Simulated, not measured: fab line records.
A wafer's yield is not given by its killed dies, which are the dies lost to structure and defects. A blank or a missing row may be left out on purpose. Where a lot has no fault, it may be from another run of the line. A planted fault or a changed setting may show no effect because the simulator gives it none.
The tool behind it: which one? ; flow nand-harc ; Sampling: 13 lots, 39 wafers, 5 of 1159 route steps

WHAT EACH GAUGE READ, for each wafer
NHARC_P_ZERO_WELL_CD_MEAS_37: the cd target is 720 nm.
lot;measured;on;cd-nm (nm)
L640;day 1 16:06;cd-sem-03;718.0 718.5 717.6
L641;day 1 22:14;cd-sem-01;720.0 719.4 719.4
L642;day 2 04:00;cd-sem-02;718.2 717.3 715.3
L643;day 2 10:06;cd-sem-01;719.1 719.0 720.1
L644;day 2 16:10;cd-sem-02;719.7 720.2 718.8
L645;day 2 21:55;cd-sem-02;722.3 716.3 719.2
L648;day 3 16:05;cd-sem-03;719.0 715.9 716.9
L649;day 3 22:03;cd-sem-03;720.5 719.2 718.5
L652;day 4 15:58;cd-sem-02;- - -
L660;day 6 16:10;cd-sem-03;717.4 719.4 720.8
L661;day 6 22:46;cd-sem-02;720.3 718.9 717.9
L662;day 7 04:08;cd-sem-03;722.8 718.7 715.4
L663;day 7 10:00;cd-sem-03;719.8 720.4 723.5

NHARC_P_ZERO_WELL_CD_MEAS_52: the cd target is 2000 nm.
lot;measured;on;cd-nm (nm)
L640;day 1 17:38;cd-sem-03;1999.8 2000.9 2000.0
L641;day 1 23:52;cd-sem-02;2003.1 2003.0 1999.6
L642;day 2 06:11;cd-sem-03;1995.7 1996.2 1998.3
L643;day 2 11:44;cd-sem-03;1999.1 2001.4 1997.6
L644;day 2 17:41;cd-sem-02;1992.2 1998.5 1994.3
L645;day 2 23:26;cd-sem-03;1997.1 1994.7 1996.1
L648;day 3 17:46;cd-sem-03;1998.1 1996.7 2000.4
L649;day 3 23:44;cd-sem-03;2000.9 1999.3 2000.2
L652;day 4 17:29;cd-sem-02;1999.4 1998.2 1999.4
L660;day 6 17:48;cd-sem-03;1996.9 1999.2 1997.1
L661;day 7 00:25;cd-sem-03;1998.0 2004.9 2001.6
L662;day 7 05:38;cd-sem-02;1994.7 1998.2 1994.5
L663;day 7 11:32;cd-sem-03;1993.4 1995.7 1995.8

NHARC_P_STI_CD_MEAS_09: the cd target is 200 nm.
lot;measured;on;cd-nm (nm)
L640;day 2 13:23;cd-sem-02;201 198 204
L641;day 2 13:33;cd-sem-02;203 200 204
L642;day 3 02:23;cd-sem-03;206 210 205
L643;day 3 02:14;cd-sem-03;203 200 198
L644;day 3 13:16;cd-sem-03;197 202 202
L645;day 3 13:25;cd-sem-03;200 205 203
L648;day 4 10:57;cd-sem-03;198 197 200
L649;day 4 19:27;cd-sem-03;199 201 198
L660;day 7 13:19;cd-sem-02;202 203 203
L661;day 7 19:23;cd-sem-03;199 205 206
L662;day 8 01:41;cd-sem-02;203 203 200
L663;day 8 01:50;cd-sem-03;205 207 205

WHAT TOOL EACH LOT RAN ON (gives the tool, then ch and the chambers of the sampled wafers, and finally the start)
lot;NHARC_P_ZERO_WELL_ETCH_65;NHARC_P_ZERO_WELL_EXPOSE_34
L640;rie-diel-05 ch 0,2,3, day 1 13:30;krf-scanner-01 ch 0, day 1 15:56
L641;rie-diel-01 ch 0,2,3, day 1 19:29;krf-scanner-03 ch 0, day 1 22:05
L642;rie-diel-13 ch 0,3, day 2 01:23;krf-scanner-01 ch 0, day 2 03:50
L643;rie-diel-05 ch 0,1,3, day 2 07:29;krf-scanner-01 ch 0, day 2 09:57
L644;rie-diel-01 ch 0,1, day 2 13:30;krf-scanner-03 ch 0, day 2 16:01
L645;rie-diel-05 ch 0,1, day 2 19:22;krf-scanner-03 ch 0, day 2 21:46
L648;rie-diel-01 ch 0,1,2, day 3 13:25;krf-scanner-01 ch 0, day 3 15:56
L649;rie-diel-05 ch 0,1,2, day 3 19:35;krf-scanner-01 ch 0, day 3 21:54
L652;rie-diel-05 ch 1,2,3, day 4 13:21;krf-scanner-03 ch 0, day 4 15:48
L660;rie-diel-01 ch 0,1,3, day 6 13:33;krf-scanner-02 ch 0, day 6 16:01
L661;rie-diel-05 ch 0,2,3, day 6 19:53;krf-scanner-03 ch 0, day 6 22:37
L662;rie-diel-13 ch 0,2,3, day 7 01:29;krf-scanner-01 ch 0, day 7 03:59
L663;rie-diel-05 ch 1,3, day 7 07:29;krf-scanner-01 ch 0, day 7 09:50
- NHARC_P_ZERO_WELL_ETCH_65: etches the open film in N2/H2, target depth 80 nm, overetch 24 nm, time 87.88 s.
- NHARC_P_ZERO_WELL_EXPOSE_34: exposes mask P PWELL, target cd 720 nm.

AS READ BY THE TOOLS THEMSELVES (means over the sampled wafers that have a number; for cases with no such wafer, the mark the record gives instead)
NHARC_P_ZERO_WELL_ETCH_65.
lot;tool;drypump-motor-current-A (A);oes-product-au (a.u.);rf-vpp-V (V);showerhead-plenum-p-Torr (Torr);throttle-valve-pct (%)
L640;rie-diel-05;5.8;0.995;431.4;2.06;14.168
L641;rie-diel-01;5.6;1.002;430.6;2.03;14.156
L642;rie-diel-13;5.5;0.997;430.3;2.04;14.172
L643;rie-diel-05;5.6;0.985;430.8;2.05;14.171
L644;rie-diel-01;5.3;0.994;427.8;1.93;14.166
L645;rie-diel-05;5.3;1.008;432.7;2.10;14.170
L648;rie-diel-01;5.7;1.009;429.5;1.99;14.170
L649;rie-diel-05;5.7;0.990;431.4;2.06;14.167
L652;rie-diel-05;5.9;0.997;429.2;2.00;14.177
L660;rie-diel-01;5.4;0.992;429.0;1.97;14.179
L661;rie-diel-05;5.8;1.004;431.0;2.05;14.158
L662;rie-diel-13;5.6;0.998;430.4;2.05;14.180
L663;rie-diel-05;5.7;1.001;429.4;1.99;14.163

THE ANSWER, worked out from the rows above alone
Rule: what is usual is taken from the lots themselves. Put in order of their means at a reading, lots are off if they are a third of the lots or fewer, leave a main group of 4 or more, and stand apart from it by a gap of 3 or more times the standard deviation of the main group's means; of several such gaps the widest counts. If all means in a main group match to the digits the tables above print for the reading, that group is not used. Also off: a lot with no number at a reading for which 4 or more lots have one. All remaining lots with rows at the step are treated as sound. After the gauges, taken in route order, come the tools' own readings; for these a lot's mean is taken, as printed above. The first step at which some lot is off is used, and at that step the reading that is off furthest; a lot without a number counts as furthest.
Off at NHARC_P_ZERO_WELL_CD_MEAS_37 (cd-nm): L652. Without a number there: L652. Mean 719.0 nm and standard deviation 1.1 in the main group.
If a tool, at a process step before that reading, ran all the lots that are off and no sound lot after the first of them, it fits. Those tools and the gauges at NHARC_P_ZERO_WELL_CD_MEAS_37 are tried in the same way. Not one of the candidates tried fits.

WHAT WAS PUT IN BY THE SIMULATOR
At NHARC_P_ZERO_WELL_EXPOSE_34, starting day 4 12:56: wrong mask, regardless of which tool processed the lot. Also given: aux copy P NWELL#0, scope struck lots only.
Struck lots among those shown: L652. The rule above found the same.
